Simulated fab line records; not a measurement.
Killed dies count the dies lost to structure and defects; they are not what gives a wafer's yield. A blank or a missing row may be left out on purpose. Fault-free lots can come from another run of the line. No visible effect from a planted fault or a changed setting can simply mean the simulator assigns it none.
Matching of chambers / flow nandHarc / 4 sister chambers for NHARC_P_M2_ETCH_35 on rieDiel-06
The step etches the open film in N2/H2, target depth 40 nm, overetch 12 nm, time 43.94 s. 4 wafers are shown with their chamber, then 7 later ones without.

## WAFERS PAIRED WITH THEIR CHAMBERS
wafer=L849.5; chamber=1; showerheadPlenumPTorr (Torr)=2.04
wafer=L852.4; chamber=2; showerheadPlenumPTorr (Torr)=2.10
wafer=L862.2; chamber=3; showerheadPlenumPTorr (Torr)=1.95
wafer=L862.4; chamber=0; showerheadPlenumPTorr (Torr)=2.01

## WAFERS MISSING THEIR CHAMBER
wafer=L862.6; showerheadPlenumPTorr (Torr)=1.95
wafer=L866.2; showerheadPlenumPTorr (Torr)=2.04
wafer=L866.4; showerheadPlenumPTorr (Torr)=2.09
wafer=L866.5; showerheadPlenumPTorr (Torr)=2.01
wafer=L865.3; showerheadPlenumPTorr (Torr)=1.95
wafer=L865.4; showerheadPlenumPTorr (Torr)=2.01
wafer=L865.5; showerheadPlenumPTorr (Torr)=2.04

## EACH ONE'S CHAMBER
wafer=L862.6; from the rows above=3; in truth=3
wafer=L866.2; from the rows above=1; in truth=1
wafer=L866.4; from the rows above=2; in truth=2
wafer=L866.5; from the rows above=0; in truth=0
wafer=L865.3; from the rows above=3; in truth=3
wafer=L865.4; from the rows above=0; in truth=0
wafer=L865.5; from the rows above=1; in truth=1
7 of 7 placed correctly. Left unplaced by these rows: 0. 0 placed wrongly.
How it was worked out, from the rows above alone: a wafer's distance from a chamber is the root of the sum, over the readings, of the square of ((its reading less the chamber's mean) divided by the reading's scatter). The wafer belongs to the nearest chamber; if the next one is less than 2 further off, it can't be placed. The mean given for a chamber averages the wafers shown for that chamber. The scatter: root of mean squared gap, hidden wafer to nearest shown wafer, with one shown wafer a chamber.
